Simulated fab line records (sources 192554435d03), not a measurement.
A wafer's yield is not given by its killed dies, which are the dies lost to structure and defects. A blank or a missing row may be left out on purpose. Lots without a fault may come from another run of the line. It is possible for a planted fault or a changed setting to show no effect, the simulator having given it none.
What tool caused it? + flow n5 finfet + 24 lots with 72 wafers sampled at 5 steps, on a route of 1938 steps

WHAT EACH GAUGE READ, for each wafer
N5_BEOL_M3_OVL_MEAS_12.
| lot  | measured     | on         | M3_OVL (nm)    |
|------|--------------|------------|----------------|
| L075 | day 7 06:24  | overlay-02 | 0.4 0.8 1.4    |
| L074 | day 7 10:29  | overlay-02 | -0.4 1.2 -0.2  |
| L076 | day 7 14:08  | overlay-02 | 0.3 0.0 0.9    |
| L077 | day 8 02:29  | overlay-01 | -1.1 -0.7 -2.2 |
| L078 | day 8 02:55  | overlay-02 | 0.0 -0.2 0.3   |
| L079 | day 8 10:21  | overlay-01 | -1.1 -1.9 -2.0 |
| L080 | day 8 16:00  | overlay-02 | -0.3 -0.7 -1.3 |
| L081 | day 9 05:50  | overlay-01 | -0.2 0.5 0.5   |
| L082 | day 9 05:53  | overlay-02 | -0.4 0.7 0.2   |
| L083 | day 9 10:37  | overlay-02 | -1.5 -2.1 -0.5 |
| L084 | day 9 14:27  | overlay-01 | 0.0 -0.3 -0.7  |
| L085 | day 9 18:09  | overlay-01 | -0.5 -0.2 -0.4 |
| L086 | day 10 11:34 | overlay-02 | -0.4 0.8 -0.9  |
| L088 | day 10 11:43 | overlay-02 | -1.2 -0.7 -0.2 |
| L087 | day 10 11:46 | overlay-01 | -0.2 -0.4 -0.5 |
| L091 | day 10 22:25 | overlay-01 | 0.5 0.5 -0.3   |
| L089 | day 10 22:39 | overlay-02 | -1.4 -1.0 -1.2 |
| L090 | day 11 01:43 | overlay-01 | -1.1 0.6 0.1   |
| L092 | day 11 08:31 | overlay-02 | -1.5 -0.9 -1.2 |
| L093 | day 11 15:31 | overlay-02 | -1.3 -0.6 -1.1 |
| L094 | day 11 18:51 | overlay-01 | 0.9 1.0 1.2    |
| L095 | day 12 11:10 | overlay-02 | -0.6 0.3 0.4   |
| L097 | day 12 22:16 | overlay-02 | 0.5 0.6 0.6    |
| L096 | day 13 02:59 | overlay-02 | 1.7 1.0 1.1    |

N5_BEOL_M3_INSPECT_59: inspects for defects (darkfield).
| lot  | measured     | on                | raw defect count |
|------|--------------|-------------------|------------------|
| L075 | day 8 03:08  | defect inspect-02 | 57 59 53         |
| L074 | day 7 19:35  | defect inspect-01 | 40 45 38         |
| L076 | day 8 01:14  | defect inspect-01 | 70 59 34         |
| L077 | day 8 10:22  | defect inspect-01 | 85 64 91         |
| L078 | day 8 12:53  | defect inspect-01 | 100 66 70        |
| L079 | day 8 21:32  | defect inspect-01 | 48 59 59         |
| L080 | day 9 02:41  | defect inspect-02 | 118 86 105       |
| L081 | day 9 18:03  | defect inspect-02 | 56 72 58         |
| L082 | day 9 19:53  | defect inspect-02 | 77 70 98         |
| L083 | day 9 18:32  | defect inspect-02 | 69 104 58        |
| L084 | day 10 02:00 | defect inspect-02 | 62 56 64         |
| L085 | day 10 05:49 | defect inspect-02 | 51 46 41         |
| L086 | day 10 18:32 | defect inspect-02 | 47 71 63         |
| L088 | day 10 20:40 | defect inspect-02 | 88 63 66         |
| L087 | day 11 04:05 | defect inspect-02 | 49 91 75         |
| L091 | day 11 06:27 | defect inspect-02 | 45 54 42         |
| L089 | day 11 11:14 | defect inspect-02 | 76 76 58         |
| L090 | day 11 09:24 | defect inspect-02 | 35 41 29         |
| L092 | day 11 19:05 | defect inspect-02 | 74 80 80         |
| L093 | day 12 07:24 | defect inspect-02 | 99 68 86         |
| L094 | day 12 15:32 | defect inspect-01 | 70 119 92        |
| L095 | day 12 18:22 | defect inspect-01 | 71 55 87         |
| L097 | day 13 05:39 | defect inspect-01 | 63 74 55         |
| L096 | day 13 14:11 | defect inspect-01 | 34 39 37         |

EACH LOT AND THE TOOL THAT RAN IT (in order: tool; ch and the chambers of the sampled wafers; start)
| lot  | N5_BEOL_M2_ANNEAL_87         | N5_BEOL_M3_STRIP_97                           | N5_BEOL_M3_SPUTTER_94        |
|------|------------------------------|-----------------------------------------------|------------------------------|
| L075 | pvd sputter-03, day 7 03:14  | rie diel-01 ch 1,2, day 8 01:45 or earlier    | pvd sputter-03, day 8 01:45  |
| L074 | pvd sputter-02, day 7 04:40  | rie diel-04 ch 0,2,3, day 7 18:18 or earlier  | pvd sputter-02, day 7 18:18  |
| L076 | pvd sputter-02, day 7 08:47  | rie diel-04 ch 0,3, day 7 23:55 or earlier    | pvd sputter-03, day 7 23:55  |
| L077 | pvd sputter-02, day 7 19:47  | rie diel-04 ch 1,2,3, day 8 09:05 or earlier  | pvd sputter-02, day 8 09:05  |
| L078 | pvd sputter-02, day 7 22:58  | rie diel-05 ch 0,1,3, day 8 10:55 or earlier  | pvd sputter-02, day 8 10:55  |
| L079 | pvd sputter-01, day 8 05:11  | rie diel-04 ch 0,1,2, day 8 20:10 or earlier  | pvd sputter-01, day 8 20:10  |
| L080 | pvd sputter-02, day 8 12:10  | rie diel-05 ch 1,2, day 9 01:23 or earlier    | pvd sputter-02, day 9 01:23  |
| L081 | pvd sputter-02, day 8 22:45  | rie diel-01 ch 1,3, day 9 16:43 or earlier    | pvd sputter-02, day 9 16:43  |
| L082 | pvd sputter-02, day 9 02:52  | rie diel-05 ch 0,3, day 9 18:34 or earlier    | pvd sputter-02, day 9 18:34  |
| L083 | pvd sputter-02, day 9 07:26  | rie diel-04 ch 1,2, day 9 17:10 or earlier    | pvd sputter-01, day 9 17:10  |
| L084 | pvd sputter-01, day 9 11:36  | rie diel-05 ch 0,1,2, day 10 00:22 or earlier | pvd sputter-02, day 10 00:22 |
| L085 | pvd sputter-01, day 9 13:26  | rie diel-01 ch 1,2,3, day 10 04:30 or earlier | pvd sputter-01, day 10 04:30 |
| L086 | pvd sputter-02, day 10 06:41 | rie diel-04 ch 0,3, day 10 16:58 or earlier   | pvd sputter-01, day 10 16:58 |
| L088 | pvd sputter-03, day 10 06:47 | rie diel-01 ch 1,2, day 10 19:22 or earlier   | pvd sputter-03, day 10 19:22 |
| L087 | pvd sputter-01, day 10 08:18 | rie diel-05 ch 1,2, day 11 02:40 or earlier   | pvd sputter-03, day 11 02:40 |
| L091 | pvd sputter-02, day 10 18:52 | rie diel-01 ch 1,2,3, day 11 05:08 or earlier | pvd sputter-01, day 11 05:08 |
| L089 | pvd sputter-01, day 10 19:06 | rie diel-05 ch 1,2, day 11 09:57 or earlier   | pvd sputter-03, day 11 09:57 |
| L090 | pvd sputter-03, day 10 20:39 | rie diel-01 ch 1,2,3, day 11 08:07 or earlier | pvd sputter-03, day 11 08:07 |
| L092 | pvd sputter-02, day 11 05:39 | rie diel-01 ch 1,3, day 11 17:48 or earlier   | pvd sputter-02, day 11 17:48 |
| L093 | pvd sputter-01, day 11 12:21 | rie diel-04 ch 1,3, day 12 06:06 or earlier   | pvd sputter-01, day 12 06:06 |
| L094 | pvd sputter-03, day 11 13:55 | rie diel-05 ch 0,1,2, day 12 14:08 or earlier | pvd sputter-01, day 12 14:08 |
| L095 | pvd sputter-03, day 12 05:44 | rie diel-05 ch 0,1, day 12 17:04 or earlier   | pvd sputter-02, day 12 17:04 |
| L097 | pvd sputter-01, day 12 19:23 | rie diel-04 ch 0,1,3, day 13 04:21 or earlier | pvd sputter-03, day 13 04:21 |
| L096 | pvd sputter-03, day 12 22:25 | rie diel-01 ch 2,3, day 13 12:53 or earlier   | pvd sputter-02, day 13 12:53 |
- N5_BEOL_M2_ANNEAL_87: time 240 s.
- N5_BEOL_M3_STRIP_97: strips in N2/H2, time 10 s.
- N5_BEOL_M3_SPUTTER_94: material Cu, target thk 4.5 nm, time 8.29 s.

WHAT THE TOOLS THEMSELVES READ (means of the sampled wafers that have a number; where no wafer has one, the mark that the record gives instead)
N5_BEOL_M2_ANNEAL_87.
| lot  | tool           | heater power w (W) |
|------|----------------|--------------------|
| L075 | pvd sputter-03 | 814                |
| L074 | pvd sputter-02 | 904                |
| L076 | pvd sputter-02 | 816                |
| L077 | pvd sputter-02 | 830                |
| L078 | pvd sputter-02 | 850                |
| L079 | pvd sputter-01 | 842                |
| L080 | pvd sputter-02 | 701                |
| L081 | pvd sputter-02 | 936                |
| L082 | pvd sputter-02 | 839                |
| L083 | pvd sputter-02 | 811                |
| L084 | pvd sputter-01 | 804                |
| L085 | pvd sputter-01 | 821                |
| L086 | pvd sputter-02 | 836                |
| L088 | pvd sputter-03 | 850                |
| L087 | pvd sputter-01 | 827                |
| L091 | pvd sputter-02 | 927                |
| L089 | pvd sputter-01 | 818                |
| L090 | pvd sputter-03 | 829                |
| L092 | pvd sputter-02 | 921                |
| L093 | pvd sputter-01 | 811                |
| L094 | pvd sputter-03 | 829                |
| L095 | pvd sputter-03 | 876                |
| L097 | pvd sputter-01 | 802                |
| L096 | pvd sputter-03 | 841                |

N5_BEOL_M3_STRIP_97.
| lot  | tool        | drypump motor current A (A) | oes product au (a.u.) | rf vpp V (V) | showerhead plenum p Torr (Torr) | throttle valve pct (%) |
|------|-------------|-----------------------------|-----------------------|--------------|---------------------------------|------------------------|
| L075 | rie diel-01 | 5.6                         | 0.82                  | 59.2         | 2.46                            | 23.68                  |
| L074 | rie diel-04 | 5.4                         | 0.80                  | 58.5         | 2.53                            | 23.28                  |
| L076 | rie diel-04 | 5.5                         | 0.71                  | 58.7         | 2.43                            | 23.47                  |
| L077 | rie diel-04 | 5.7                         | 0.83                  | 58.8         | 2.59                            | 23.43                  |
| L078 | rie diel-05 | 6.1                         | 0.83                  | 59.4         | 2.55                            | 23.68                  |
| L079 | rie diel-04 | 5.5                         | 0.85                  | 59.3         | 2.63                            | 23.35                  |
| L080 | rie diel-05 | 5.6                         | 0.78                  | 59.4         | 2.53                            | 23.82                  |
| L081 | rie diel-01 | 6.1                         | 0.80                  | 58.7         | 2.51                            | 23.35                  |
| L082 | rie diel-05 | 6.1                         | 0.79                  | 59.7         | 2.61                            | 23.73                  |
| L083 | rie diel-04 | 5.8                         | 0.87                  | 59.3         | 2.69                            | 23.51                  |
| L084 | rie diel-05 | 5.8                         | 0.83                  | 59.6         | 2.54                            | 23.79                  |
| L085 | rie diel-01 | 5.8                         | 0.80                  | 59.5         | 2.48                            | 23.54                  |
| L086 | rie diel-04 | 5.5                         | 0.86                  | 59.1         | 2.63                            | 23.32                  |
| L088 | rie diel-01 | 6.0                         | 0.81                  | 58.8         | 2.46                            | 23.68                  |
| L087 | rie diel-05 | 5.6                         | 0.78                  | 58.8         | 2.53                            | 23.83                  |
| L091 | rie diel-01 | 5.8                         | 0.79                  | 59.2         | 2.48                            | 23.55                  |
| L089 | rie diel-05 | 5.6                         | 0.77                  | 58.9         | 2.53                            | 23.83                  |
| L090 | rie diel-01 | 5.8                         | 0.79                  | 59.1         | 2.48                            | 23.56                  |
| L092 | rie diel-01 | 6.1                         | 0.78                  | 58.5         | 2.50                            | 23.38                  |
| L093 | rie diel-04 | 5.7                         | 0.86                  | 60.1         | 2.68                            | 23.49                  |
| L094 | rie diel-05 | 5.8                         | 0.81                  | 59.0         | 2.53                            | 23.79                  |
| L095 | rie diel-05 | 6.0                         | 0.84                  | 59.3         | 2.54                            | 23.78                  |
| L097 | rie diel-04 | 5.5                         | 0.80                  | 59.1         | 2.62                            | 23.50                  |
| L096 | rie diel-01 | 5.5                         | 0.76                  | 58.9         | 2.46                            | 23.61                  |

N5_BEOL_M3_SPUTTER_94.
| lot  | tool           | throttle valve pct (%) |
|------|----------------|------------------------|
| L075 | pvd sputter-03 | 30.6                   |
| L074 | pvd sputter-02 | 30.1                   |
| L076 | pvd sputter-03 | 29.9                   |
| L077 | pvd sputter-02 | 30.3                   |
| L078 | pvd sputter-02 | 30.4                   |
| L079 | pvd sputter-01 | 30.3                   |
| L080 | pvd sputter-02 | 30.0                   |
| L081 | pvd sputter-02 | 29.8                   |
| L082 | pvd sputter-02 | 30.4                   |
| L083 | pvd sputter-01 | 29.8                   |
| L084 | pvd sputter-02 | 30.7                   |
| L085 | pvd sputter-01 | 30.4                   |
| L086 | pvd sputter-01 | 30.4                   |
| L088 | pvd sputter-03 | 29.8                   |
| L087 | pvd sputter-03 | 29.3                   |
| L091 | pvd sputter-01 | 30.1                   |
| L089 | pvd sputter-03 | 29.9                   |
| L090 | pvd sputter-03 | 29.5                   |
| L092 | pvd sputter-02 | 30.4                   |
| L093 | pvd sputter-01 | 30.3                   |
| L094 | pvd sputter-01 | 30.0                   |
| L095 | pvd sputter-02 | 30.1                   |
| L097 | pvd sputter-03 | 29.4                   |
| L096 | pvd sputter-02 | 29.6                   |

THE ANSWER, worked out from the rows above alone
Rule: the usual values come from the lots themselves. Put in order of their means at a reading, lots are off if they are a third of the lots or fewer, leave a main group of 4 or more, and stand apart from it by a gap of 3 or more times the standard deviation of the main group's means; of several such gaps the widest counts. If all means in a main group match to the digits the tables above print for the reading, that group is not used. Also off: a lot with no number at a reading for which 4 or more lots have one. Any other lot the step has rows for is counted as sound. After the gauges, taken in route order, come the tools' own readings; for these a lot's mean is taken, as printed above. The first step at which some lot is off is used, and at that step the reading that is off furthest; a lot without a number counts as furthest.
None of the lots is off at any reading shown; this tells nothing.

WHAT HAD BEEN PUT IN BY THE SIMULATOR
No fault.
